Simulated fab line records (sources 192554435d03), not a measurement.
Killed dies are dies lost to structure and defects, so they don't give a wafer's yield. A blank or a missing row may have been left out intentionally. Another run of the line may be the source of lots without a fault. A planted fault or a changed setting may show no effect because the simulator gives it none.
Split-lot trial | flow n5-finfet | 7 lots, 39 wafers read, on a route of 1938 steps

== ABOUT THE SPLIT ==
At N5_DUMMY_GATE_ETCH_31 (etches SiO2 in C4F6/O2, target depth 82.5 nm, time 27.5 s), the setting target-depth-a was moved away from the recipe's 825 angstrom on 12 of the 39 wafers read, by -10.8% to +11.2%. This setting was run at the recipe's value on the other wafers.

Reading taken at the split's own step.

== THE READING ==
etch.depth-nm (the simulator's own value, which no gauge read), in nm, at N5_DUMMY_GATE_ETCH_31 (etches SiO2 in C4F6/O2, target depth 82.5 nm, time 27.5 s). The file does not state a usual value for it. Average 81.97 nm, standard deviation 1.1 nm, over the 27 wafers here run with the recipe.

wafer  | tool, chamber at the split | target-depth-a as run, angstrom | against the recipe | etch.depth-nm, nm | against lot-mates on the recipe
L077.1 | rie-diel-03, 0             | 825                             | recipe             | 81.71             | -
L077.2 | rie-diel-03, 2             | 825                             | recipe             | 82.71             | -
L077.3 | rie-diel-03, 3             | 825                             | recipe             | 81.17             | -
L077.4 | rie-diel-03, 1             | 867.1                           | +5.1%              | 86.77             | +4.91
L077.5 | rie-diel-03, 2             | 867.1                           | +5.1%              | 85.82             | +3.96
L077.6 | rie-diel-03, 3             | 867.1                           | +5.1%              | 85.29             | +3.43
L079.1 | rie-diel-03, 0             | 825                             | recipe             | 80.22             | -
L079.2 | rie-diel-03, 1             | 825                             | recipe             | 83.01             | -
L079.3 | rie-diel-03, 3             | 825                             | recipe             | 80.51             | -
L079.4 | rie-diel-03, 2             | 736.3                           | -10.8%             | 72.73             | -8.52
L079.5 | rie-diel-03, 0             | 736.3                           | -10.8%             | 71.73             | -9.52
L079.6 | rie-diel-03, 1             | 736.3                           | -10.8%             | 73.6              | -7.65
L082.1 | rie-diel-04, 1             | 825                             | recipe             | 81.79             | -
L082.2 | rie-diel-04, 0             | 867.6                           | +5.2%              | 87.37             | +4.61
L082.3 | rie-diel-04, 3             | 867.6                           | +5.2%              | 87.93             | +5.17
L082.4 | rie-diel-04, 2             | 867.6                           | +5.2%              | 88.65             | +5.89
L082.5 | rie-diel-04, 3             | 825                             | recipe             | 83.51             | -
L082.6 | rie-diel-04, 0             | 825                             | recipe             | 82.97             | -
L083.1 | rie-diel-06, 2             | 825                             | recipe             | 82.84             | -
L083.2 | rie-diel-06, 3             | 825                             | recipe             | 81.45             | -
L083.3 | rie-diel-06, 0             | 825                             | recipe             | 82.29             | -
L083.4 | rie-diel-06, 1             | 825                             | recipe             | 83.89             | -
L083.5 | rie-diel-06, 1             | 825                             | recipe             | 83.57             | -
L083.6 | rie-diel-06, 0             | 825                             | recipe             | 82.42             | -
L084.1 | rie-diel-03, 2             | 917.8                           | +11.2%             | 90.38             | +9.21
L084.2 | rie-diel-03, 3             | 825                             | recipe             | 81.09             | -
L084.3 | rie-diel-03, 0             | 825                             | recipe             | 80.99             | -
L084.4 | rie-diel-03, 3             | 917.8                           | +11.2%             | 89.79             | +8.62
L084.5 | rie-diel-03, 2             | 917.8                           | +11.2%             | 90.32             | +9.15
L084.6 | rie-diel-03, 0             | 825                             | recipe             | 81.43             | -
L092.1 | rie-diel-03, 2             | 825                             | recipe             | 80.85             | -
L092.2 | rie-diel-03, 1             | 825                             | recipe             | 83.06             | -
L092.3 | rie-diel-03, 3             | 825                             | recipe             | 80.65             | -
L094.1 | rie-diel-03, 2             | 825                             | recipe             | 80.53             | -
L094.2 | rie-diel-03, 1             | 825                             | recipe             | 83.72             | -
L094.3 | rie-diel-03, 3             | 825                             | recipe             | 81.28             | -
L094.4 | rie-diel-03, 3             | 825                             | recipe             | 80.85             | -
L094.5 | rie-diel-03, 1             | 825                             | recipe             | 83.29             | -
L094.6 | rie-diel-03, 2             | 825                             | recipe             | 81.38             | -

FIT RESULTS
A straight line over all 39 wafers: etch.depth-nm changes by +0.825 nm for each +1% of target-depth-a; r = +0.96; the points scatter about the line by 1.2 nm.
The same after taking each lot's own level away (the mean of its wafers on the recipe; 39 wafers): +0.815 nm for each +1%; r = +0.97; scatter 0.92 nm.
That fit puts the effect of the largest move of target-depth-a on the reading at 9.2 nm.
Measured against the standard deviation above, the lots' own levels, which go from 81.170 to 82.757 nm, span 1.4 times it.
Consequently the slope shifts little with the lot-to-lot level, the two slopes agreeing.
Check: +9.25 nm against its lot-mates is what the line predicts for one of the wafers moved furthest among these (+11.2%) when that wafer is left out of the fit. Against them it came out at +9.21 nm.

== THE FILE'S OWN FIT ==
etch.depth-nm changes by +0.818 nm for each +1% of target-depth-a, r = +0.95.
